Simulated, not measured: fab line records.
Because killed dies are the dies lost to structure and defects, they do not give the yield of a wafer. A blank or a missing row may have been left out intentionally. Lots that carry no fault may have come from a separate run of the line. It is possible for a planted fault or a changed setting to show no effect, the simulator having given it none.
Matching of chambers :: flow n5_finfet :: N5_BEOL_M2_PECVD_72 on pecvd-01: 3 sister chambers
The step deposits SiO2 from TEOS/O2, target thk 16 nm, time 18 s. 6 wafers are shown with their chamber, then 8 later ones without.

WAFERS, EACH WITH ITS CHAMBER
wafer: L087.1
chamber: 1
showerhead_plenum_p_Torr (Torr): 8.76
throttle_valve_pct (%): 21.8

wafer: L087.5
chamber: 2
showerhead_plenum_p_Torr (Torr): 8.84
throttle_valve_pct (%): 21.2

wafer: L088.4
chamber: 1
showerhead_plenum_p_Torr (Torr): 8.76
throttle_valve_pct (%): 21.6

wafer: L088.5
chamber: 0
showerhead_plenum_p_Torr (Torr): 8.81
throttle_valve_pct (%): 22.3

wafer: L088.6
chamber: 2
showerhead_plenum_p_Torr (Torr): 8.86
throttle_valve_pct (%): 21.3

wafer: L091.2
chamber: 0
showerhead_plenum_p_Torr (Torr): 8.81
throttle_valve_pct (%): 22.1

WAFERS MISSING THEIR CHAMBER
wafer: L091.5
showerhead_plenum_p_Torr (Torr): 8.88
throttle_valve_pct (%): 21.1

wafer: L091.6
showerhead_plenum_p_Torr (Torr): 8.81
throttle_valve_pct (%): 22.1

wafer: L092.2
showerhead_plenum_p_Torr (Torr): 8.80
throttle_valve_pct (%): 22.2

wafer: L092.4
showerhead_plenum_p_Torr (Torr): 8.79
throttle_valve_pct (%): 21.7

wafer: L092.5
showerhead_plenum_p_Torr (Torr): 8.87
throttle_valve_pct (%): 21.4

wafer: L096.1
showerhead_plenum_p_Torr (Torr): 8.76
throttle_valve_pct (%): 21.9

wafer: L096.4
showerhead_plenum_p_Torr (Torr): 8.79
throttle_valve_pct (%): 22.1

wafer: L096.6
showerhead_plenum_p_Torr (Torr): 8.86
throttle_valve_pct (%): 21.5

THE CHAMBER EACH PASSED THROUGH
wafer: L091.5
from the rows above: 2
in truth: 2

wafer: L091.6
from the rows above: 0
in truth: 0

wafer: L092.2
from the rows above: 0
in truth: 0

wafer: L092.4
from the rows above: can't be placed: 1 or 0
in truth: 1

wafer: L092.5
from the rows above: 2
in truth: 2

wafer: L096.1
from the rows above: 1
in truth: 1

wafer: L096.4
from the rows above: 0
in truth: 0

wafer: L096.6
from the rows above: 2
in truth: 2
Placed correctly: 7 of 8. Unplaceable from these rows: 1, with the true chamber sitting among the candidates in 1. Placed wrongly: 0.
How it was worked out, from the rows above alone: a wafer's distance from a chamber is the root of the sum, over the readings, of the square of ((its reading less the chamber's mean) divided by the reading's scatter). If the next closest chamber is less than 2 further off than the closest, the wafer can't be placed; otherwise it belongs to the closest. A chamber's mean is the mean of its shown wafers. The scatter is the square root of a quotient: the sum, over the shown wafers, of each reading's squared deviation from its chamber's mean, divided by wafers minus chambers.
